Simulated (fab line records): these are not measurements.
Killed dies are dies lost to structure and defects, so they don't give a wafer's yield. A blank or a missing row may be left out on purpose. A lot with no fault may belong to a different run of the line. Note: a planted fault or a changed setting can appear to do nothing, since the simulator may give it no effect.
Code-filled problem report in 8D (eight disciplines) form + flow nand harc + the parts of the form that need people (team, actions taken, sign-off) are left out

1. THE PROBLEM
At NHARC_END_SORT_01, killed at array averages 109 over 6 wafers from 2 lots, while fault-free wafers read 27, standard deviation 10. That puts it +8.2 standard deviations away from the usual mean.
The first sign was on wafer L798.2 at day 22 18:57, on prober-01. The record has a number at this step for 8 wafers belonging to 4 lots. The rule behind "out" and "out of limits": a value lying over 4 standard deviations away from the usual mean. The other wafers with a number count as sound.

2. WHAT IT IS; WHAT IT IS NOT
| question                    | is                           | is not                                            |
|-----------------------------|------------------------------|---------------------------------------------------|
| which readings at this step | killed at array, killed dies | killed at other, killed at periphery, killed open |
| which lots                  | L798, L801                   | L789, L795                                        |
| which wafers of those lots  | all that have a number       | -                                                 |
| read on which gauges        | prober-01                    | prober-02                                         |
| when                        | from day 22 18:57            | up to then (2 sound wafers)                       |

3. WHAT RULES OUT EACH SUSPECT
Counting: any tool at a process step up to the reading is kept as a suspect provided that every lot that is out went through it and no sound lot did after the first of them.
- the gauge at NHARC_END_SORT_01: kept. All the wafers that are out were read on prober-01, and no step on other tools shows them out.
- wet bench-02 at NHARC_A_CHANNEL_FILL_D1_PRECLEAN_00 (cleans in SC1): kept. It processed each lot that is out, first L798 at day 12 09:07, and no sound lot thereafter; up to then, the last sound lot it processed was L795 at day 12 02:29.
- plasma asher-01 at NHARC_THIN_TSV_STRIP_62 (strips in N2/H2, time 20 s): kept. It processed each lot that is out, first L798 at day 22 03:21, and no sound lot thereafter; up to then, the last sound lot it processed was L795 at day 21 13:35.
Left after counting: wet bench-02 at NHARC_A_CHANNEL_FILL_D1_PRECLEAN_00, plasma asher-01 at NHARC_THIN_TSV_STRIP_62, prober-01 at NHARC_END_SORT_01.

4. THE CAUSE (what the simulator had put in)
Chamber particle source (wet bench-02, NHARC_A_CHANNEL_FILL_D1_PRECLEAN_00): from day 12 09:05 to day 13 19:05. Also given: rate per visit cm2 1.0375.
Counting left 3 suspects, and this tool is among them.

5. THE CHAIN OF EFFECTS, in route order
Each row: a reading whose mean over the struck wafers that have a number lies more than 3 standard deviations from the usual. Only readings for which the record gives a usual standard deviation are gone through. hours: the time from each lot's start at the first step in this table that gives one to its start at this step, as a median over the lots. sigmas: the change in usual standard deviations.
| hours | step              | reading         | usual | on struck wafers | change | sigmas |
|-------|-------------------|-----------------|-------|------------------|--------|--------|
| 0     | NHARC_END_SORT_01 | killed at array | 27    | 109              | +82    | +8.2   |
| 0     | NHARC_END_SORT_01 | killed dies     | 30    | 110              | +80    | +8.0   |

6. WHAT WOULD HAVE CAUGHT IT SOONER
Counted from the fault's start at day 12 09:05, it took 250 hours until the first out-of-limits reading at a measuring or inspecting step in this record, taken at day 22 18:57.
The start of NHARC_A_CHANNEL_FILL_D1_PRECLEAN_00 on wet bench-02 came by day 22 18:57 for every one of the lots that are out (2). Had the tool been put on hold then, not one of them would have been saved.
